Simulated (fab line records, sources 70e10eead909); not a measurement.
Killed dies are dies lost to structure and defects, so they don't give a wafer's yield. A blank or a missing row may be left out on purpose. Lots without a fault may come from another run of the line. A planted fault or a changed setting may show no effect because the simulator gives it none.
Which tool did it? | flow nand_harc | 13 lots, 39 wafers sampled, at 1 step of a route of 1159

WHAT THE GAUGES READ, wafer by wafer
NHARC_A_CHANNEL_HOLE_D1_INSPECT_12. Usual: raw_defect_count 5, standard deviation 3.1.
lot  | measured     | on                | raw_defect_count | flag
L258 | day 8 18:38  | defect_inspect-01 | 3 7 8            |
L260 | day 9 00:41  | defect_inspect-01 | 4 2 2            |
L257 | day 9 01:49  | defect_inspect-02 | 6 4 4            |
L259 | day 9 01:52  | defect_inspect-02 | 10 2 5           |
L264 | day 9 20:10  | defect_inspect-02 | 4 3 2            |
L270 | day 11 11:40 | defect_inspect-02 | 3 2 7            |
L268 | day 11 11:50 | defect_inspect-01 | 7 3 5            |
L271 | day 11 13:53 | defect_inspect-02 | 5 1 3            |
L273 | day 12 17:17 | defect_inspect-02 | 8 2 12           |
L277 | day 13 02:01 | defect_inspect-02 | 5 6 5            |
L275 | day 13 02:11 | defect_inspect-02 | 7 9 5            |
L276 | day 13 04:06 | defect_inspect-01 | 5 6 3            |
L279 | day 13 11:11 | defect_inspect-01 | 4 1 6            |

WHICH TOOL RAN EACH LOT (tool, then ch and the chambers of the sampled wafers, then the start)
The record holds no process step before these readings.

WHAT THE TOOLS THEMSELVES READ (means of the sampled wafers that have a number; where no wafer has one, the mark that the record gives instead)
The record holds no such reading with a usual standard deviation.

THE ANSWER, worked out from the rows above alone
Rule: a lot is off if the mean of its wafers that have a number lies more than 3 standard deviations from the usual mean. A lot without any number at a reading at which 4 lots or more have one is off too. The other lots that the step has rows for count as sound. The gauges are gone through in route order, then the tools' own readings, and for those a lot's mean is taken as printed above. The first step at which some lot is off is used, and at that step the reading that is off furthest; a lot without a number counts as furthest.
No lot is off at any reading shown: from this, nothing can be told.

WHAT THE SIMULATOR HAD PUT IN
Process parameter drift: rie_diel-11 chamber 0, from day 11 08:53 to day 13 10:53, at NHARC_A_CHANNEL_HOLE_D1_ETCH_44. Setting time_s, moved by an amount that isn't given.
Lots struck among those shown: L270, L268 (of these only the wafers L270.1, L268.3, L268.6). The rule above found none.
